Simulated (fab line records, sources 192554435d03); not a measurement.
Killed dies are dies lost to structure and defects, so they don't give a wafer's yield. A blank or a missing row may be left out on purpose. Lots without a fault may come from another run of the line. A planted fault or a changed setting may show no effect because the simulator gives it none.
Which tool did it? | flow n5_finfet | 13 lots, 37 wafers sampled, at 3 steps of a route of 1938

WHAT THE GAUGES READ, wafer by wafer
N5_BEOL_M5_OVL_MEAS_12.
lot  | measured     | on         | M5_OVL (nm)
L394 | day 7 20:35  | overlay-02 | 0.3 0.1 0.7
L396 | day 8 08:02  | overlay-01 | -0.7 -1.0
L398 | day 8 18:35  | overlay-02 | -0.7 0.5 -0.9
L399 | day 9 05:46  | overlay-02 | 1.1 1.9 1.2
L400 | day 9 13:14  | overlay-01 | 0.2 -1.1 0.7
L401 | day 9 15:31  | overlay-02 | -1.4 -1.5
L403 | day 10 08:22 | overlay-02 | -0.5 0.1 0.5
L411 | day 12 06:26 | overlay-01 | 0.0 -0.5 -1.0
L412 | day 12 12:26 | overlay-01 | -0.1 0.3 0.4
L413 | day 13 06:53 | overlay-02 | -0.2 -0.4 -1.1
L415 | day 13 09:00 | overlay-01 | -0.2 0.5 -0.3
L416 | day 13 22:02 | overlay-02 | 0.7 0.0 1.2
L417 | day 13 22:56 | overlay-02 | 0.0 -1.0 -0.8

WHICH TOOL RAN EACH LOT (tool, then ch and the chambers of the sampled wafers, then the start)
lot  | N5_BEOL_M4_CO_CAP_55             | N5_BEOL_M5_ILD_DEP_00
L394 | cvd_co-02 ch 0,2, day 7 17:03    | pecvd-02 ch 0,1,2, day 7 18:19
L396 | cvd_co-02 ch 0,2, day 8 05:19    | pecvd-01 ch 0,1, day 8 06:31
L398 | cvd_co-02 ch 0,2, day 8 14:19    | pecvd-02 ch 0,1,2, day 8 15:31
L399 | cvd_co-01 ch 0,1,2, day 9 02:48  | pecvd-04 ch 0,1,2, day 9 04:00
L400 | cvd_co-01 ch 0,1,2, day 9 10:26  | pecvd-02 ch 1,2, day 9 11:40
L401 | cvd_co-01 ch 0,1, day 9 12:37    | pecvd-04 ch 0,1, day 9 13:49
L403 | cvd_co-02 ch 0,1,2, day 10 04:47 | pecvd-01 ch 0,1, day 10 06:01
L411 | cvd_co-02 ch 0,1,2, day 12 02:33 | pecvd-04 ch 0,1, day 12 03:44
L412 | cvd_co-01 ch 0,1,2, day 12 09:26 | pecvd-04 ch 0,2, day 12 10:38
L413 | cvd_co-01 ch 0,1,2, day 13 02:41 | pecvd-04 ch 0,1,2, day 13 04:23
L415 | cvd_co-01 ch 0,1, day 13 06:15   | pecvd-02 ch 0,2, day 13 07:28
L416 | cvd_co-02 ch 0,1,2, day 13 17:01 | pecvd-04 ch 0,2, day 13 18:13
L417 | cvd_co-02 ch 0,1,2, day 13 18:49 | pecvd-01 ch 0,2, day 13 20:01
- N5_BEOL_M4_CO_CAP_55: material Co, precursor CCTBA/H2, target thk 2 nm, time 102.1 s.
- N5_BEOL_M5_ILD_DEP_00: deposits SiCOH lowk from DEMS/porogen, target thk 140.64 nm, time 25.9 s.

WHAT THE TOOLS THEMSELVES READ (means of the sampled wafers that have a number; where no wafer has one, the mark that the record gives instead)
N5_BEOL_M4_CO_CAP_55.
lot  | tool      | heater_power_w (W)
L394 | cvd_co-02 | 234
L396 | cvd_co-02 | 233
L398 | cvd_co-02 | 235
L399 | cvd_co-01 | 240
L400 | cvd_co-01 | 240
L401 | cvd_co-01 | 238
L403 | cvd_co-02 | 242
L411 | cvd_co-02 | 244
L412 | cvd_co-01 | 238
L413 | cvd_co-01 | 242
L415 | cvd_co-01 | 249
L416 | cvd_co-02 | 237
L417 | cvd_co-02 | 247

N5_BEOL_M5_ILD_DEP_00.
lot  | tool     | heater_power_w (W) | showerhead_plenum_p_Torr (Torr) | throttle_valve_pct (%)
L394 | pecvd-02 | 312                | 5.744                           | 14.1
L396 | pecvd-01 | 293                | 5.734                           | 13.4
L398 | pecvd-02 | 308                | 5.742                           | 14.2
L399 | pecvd-04 | 327                | 5.749                           | 13.2
L400 | pecvd-02 | 295                | 5.744                           | 13.8
L401 | pecvd-04 | 340                | 5.764                           | 13.9
L403 | pecvd-01 | 258                | 5.755                           | 13.4
L411 | pecvd-04 | 338                | 5.758                           | 13.6
L412 | pecvd-04 | 275                | 5.753                           | 12.7
L413 | pecvd-04 | 314                | 5.755                           | 13.3
L415 | pecvd-02 | 293                | 5.737                           | 14.7
L416 | pecvd-04 | 303                | 5.756                           | 12.9
L417 | pecvd-01 | 289                | 5.746                           | 12.9

THE ANSWER, worked out from the rows above alone
Rule: what is usual is taken from the lots themselves. Put in order of their means at a reading, lots are off if they are a third of the lots or fewer, leave a main group of 4 or more, and stand apart from it by a gap of 3 or more times the standard deviation of the main group's means; of several such gaps the widest counts. A main group whose means are all the same, to the digits that the tables above print for the reading, isn't used. A lot without any number at a reading at which 4 lots or more have one is off too. The other lots that the step has rows for count as sound. The gauges are gone through in route order, then the tools' own readings, and for those a lot's mean is taken as printed above. The first step at which some lot is off is used, and at that step the reading that is off furthest; a lot without a number counts as furthest.
No lot is off at any reading shown: from this, nothing can be told.

WHAT THE SIMULATOR HAD PUT IN
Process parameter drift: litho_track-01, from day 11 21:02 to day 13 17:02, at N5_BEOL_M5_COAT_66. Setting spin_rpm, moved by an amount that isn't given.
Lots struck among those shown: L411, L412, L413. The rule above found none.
